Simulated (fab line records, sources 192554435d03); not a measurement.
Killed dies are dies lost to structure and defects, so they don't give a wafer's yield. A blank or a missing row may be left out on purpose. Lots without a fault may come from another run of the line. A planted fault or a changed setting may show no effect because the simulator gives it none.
One fault seen from 3 desks | flow n5_finfet | each desk has only its own numbers; what lay behind them comes last

THE TOOL OWNER'S DESK: rie_diel-06
The tool's own readings at N5_BEOL_M9_ETCH_62 (etches SOC in N2/H2, target depth 110 nm, overetch 22 nm, time 165 s): means of the sampled wafers that have a number, for each lot that ran on this tool. A lot is out of limits, marked OUT, if its mean lies more than 4 standard deviations from the usual mean; the brackets give that distance.
Columns: A = drypump_motor_current_A at N5_BEOL_M9_ETCH_62, usual 5.4 A; B = oes_product_au at N5_BEOL_M9_ETCH_62, usual 0.68 a.u.; C = rf_vpp_V at N5_BEOL_M9_ETCH_62, usual 524.1 V; D = showerhead_plenum_p_Torr at N5_BEOL_M9_ETCH_62, usual 2.55 Torr; E = temp_c at N5_BEOL_M9_ETCH_62, usual 40.00 C; F = throttle_valve_pct at N5_BEOL_M9_ETCH_62, usual 17.84 %
lot  | first seen here | A   | B    | C     | D    | E     | F
L925 | day 11 00:28    | 5.3 | 0.69 | 524.8 | 2.59 | 39.90 | 18.00
L938 | day 15 06:22    | 5.4 | 0.69 | 526.6 | 2.65 | 39.98 | 17.91
This desk's finding: nothing out of limits on any of the 2 lots.

THE DEFECT DESK
What the inspections along the route counted, lot by lot: means of the sampled wafers that have a number. A lot is out of limits, marked OUT, if its mean lies more than 4 standard deviations from the usual mean; the brackets give that distance.
Columns: A = raw_defect_count at N5_BEOL_M9_INSPECT_13, usual 422
lot  | first seen here | A
L925 | day 11 00:21    | 403
L928 | day 11 19:44    | 482
L938 | day 15 06:12    | 510
L942 | day 15 19:34    | 343
L944 | day 16 06:03    | 363
This desk's finding: nothing out of limits on any of the 5 lots.

THE METROLOGY DESK
What the gauges read, lot by lot, whatever tool the lot ran on: means of the sampled wafers that have a number. A lot is out of limits, marked OUT, if its mean lies more than 4 standard deviations from the usual mean; the brackets give that distance.
Columns: A = cd_nm at N5_BEOL_M9_CD_MEAS_11, usual 64.3 nm; B = M9_OVL at N5_BEOL_M9_OVL_MEAS_12, usual 0.2 nm
lot  | first seen here | A    | B
L925 | day 11 00:17    | 63.7 | -0.8
L928 | day 11 19:41    | 64.4 | -0.4
L938 | day 15 06:08    | 64.3 | -0.4
L942 | day 15 19:31    | 64.5 | -0.1
L944 | day 16 05:59    | 63.9 | -0.1
This desk's finding: nothing out of limits on any of the 5 lots.

PUT TOGETHER
The tool owner's desk saw nothing out of limits.
The defect desk saw nothing out of limits.
The metrology desk saw nothing out of limits.

WHAT THE SIMULATOR HAD PUT IN
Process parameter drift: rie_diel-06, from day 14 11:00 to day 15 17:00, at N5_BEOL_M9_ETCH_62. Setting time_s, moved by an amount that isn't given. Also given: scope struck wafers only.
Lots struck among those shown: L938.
